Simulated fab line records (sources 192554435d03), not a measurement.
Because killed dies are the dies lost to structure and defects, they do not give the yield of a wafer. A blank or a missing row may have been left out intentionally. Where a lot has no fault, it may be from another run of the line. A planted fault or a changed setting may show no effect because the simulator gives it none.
Matching of chambers + flow n5-finfet + N5_BEOL_M4_ETCH_69 on rie-diel-04: 4 sister chambers
The step etches SiARC in CF4, target depth 15.6 nm, time 26 s. 20 wafers are shown with their chamber, then 10 later ones without.

WAFERS, EACH WITH ITS CHAMBER
| wafer  | chamber | showerhead-plenum-p-Torr (Torr) | drypump-motor-current-A (A) | throttle-valve-pct (%) |
|--------|---------|---------------------------------|-----------------------------|------------------------|
| L076.1 | 3       | 2.27                            | 6.04                        | 15.54                  |
| L076.4 | 2       | 2.03                            | 5.44                        | 16.04                  |
| L076.5 | 2       | 2.03                            | 5.43                        | 16.02                  |
| L078.1 | 0       | 2.13                            | 5.43                        | 15.66                  |
| L078.2 | 1       | 2.17                            | 6.03                        | 15.38                  |
| L078.3 | 2       | 2.03                            | 5.44                        | 16.03                  |
| L081.2 | 2       | 2.03                            | 5.47                        | 16.06                  |
| L081.3 | 1       | 2.17                            | 6.07                        | 15.40                  |
| L081.5 | 3       | 2.27                            | 6.03                        | 15.55                  |
| L082.4 | 1       | 2.17                            | 6.09                        | 15.40                  |
| L082.5 | 3       | 2.27                            | 6.01                        | 15.55                  |
| L082.6 | 0       | 2.12                            | 5.48                        | 15.69                  |
| L083.2 | 1       | 2.17                            | 6.06                        | 15.41                  |
| L083.3 | 0       | 2.12                            | 5.39                        | 15.68                  |
| L083.5 | 0       | 2.12                            | 5.37                        | 15.68                  |
| L086.2 | 1       | 2.17                            | 6.07                        | 15.43                  |
| L086.3 | 0       | 2.12                            | 5.45                        | 15.20                  |
| L086.4 | 3       | 2.26                            | 6.02                        | 15.58                  |
| L087.1 | 1       | 2.16                            | 6.05                        | 15.42                  |
| L087.2 | 3       | 2.26                            | 6.00                        | 15.58                  |

SIGNATURES (means of the wafers above)
| reading                  | chamber 0 | chamber 1 | chamber 2 | chamber 3 | scatter within a chamber |
|--------------------------|-----------|-----------|-----------|-----------|--------------------------|
| showerhead-plenum-p-Torr | 2.1220    | 2.1683    | 2.0300    | 2.2660    | 0.00421                  |
| drypump-motor-current-A  | 5.4240    | 6.0617    | 5.4450    | 6.0200    | 0.0273                   |
| throttle-valve-pct       | 15.5820   | 15.4067   | 16.0375   | 15.5600   | 0.108                    |
Rule: distance of a wafer from a chamber = root of the sum over the readings of ((wafer's reading minus chamber's mean) / reading's scatter) squared. The wafer belongs to the nearest chamber; if the next one is less than 2 further off, it can't be placed. The scatter is the square root of a quotient: the sum, over the shown wafers, of each reading's squared deviation from its chamber's mean, divided by wafers minus chambers.

WAFERS WITHOUT THEIR CHAMBER
| wafer  | showerhead-plenum-p-Torr (Torr) | drypump-motor-current-A (A) | throttle-valve-pct (%) |
|--------|---------------------------------|-----------------------------|------------------------|
| L087.6 | 2.02                            | 5.46                        | 16.09                  |
| L091.3 | 2.16                            | 6.05                        | 15.44                  |
| L091.4 | 2.26                            | 6.02                        | 15.60                  |
| L091.6 | 2.16                            | 5.99                        | 15.46                  |
| L092.4 | 2.26                            | 6.02                        | 15.59                  |
| L092.5 | 2.16                            | 6.05                        | 15.45                  |
| L092.6 | 2.12                            | 5.45                        | 15.22                  |
| L090.2 | 2.16                            | 6.04                        | 15.45                  |
| L090.3 | 2.26                            | 6.03                        | 15.61                  |
| L090.4 | 2.16                            | 6.04                        | 15.44                  |

WHICH CHAMBER EACH ONE RAN IN
| wafer  | from the rows above | in truth |
|--------|---------------------|----------|
| L087.6 | 2                   | 2        |
| L091.3 | 1                   | 1        |
| L091.4 | 3                   | 3        |
| L091.6 | 1                   | 1        |
| L092.4 | 3                   | 3        |
| L092.5 | 1                   | 1        |
| L092.6 | 0                   | 0        |
| L090.2 | 1                   | 1        |
| L090.3 | 3                   | 3        |
| L090.4 | 1                   | 1        |
Placed correctly: 10 of 10. From these rows, 0 cannot be placed. 0 placed wrongly.
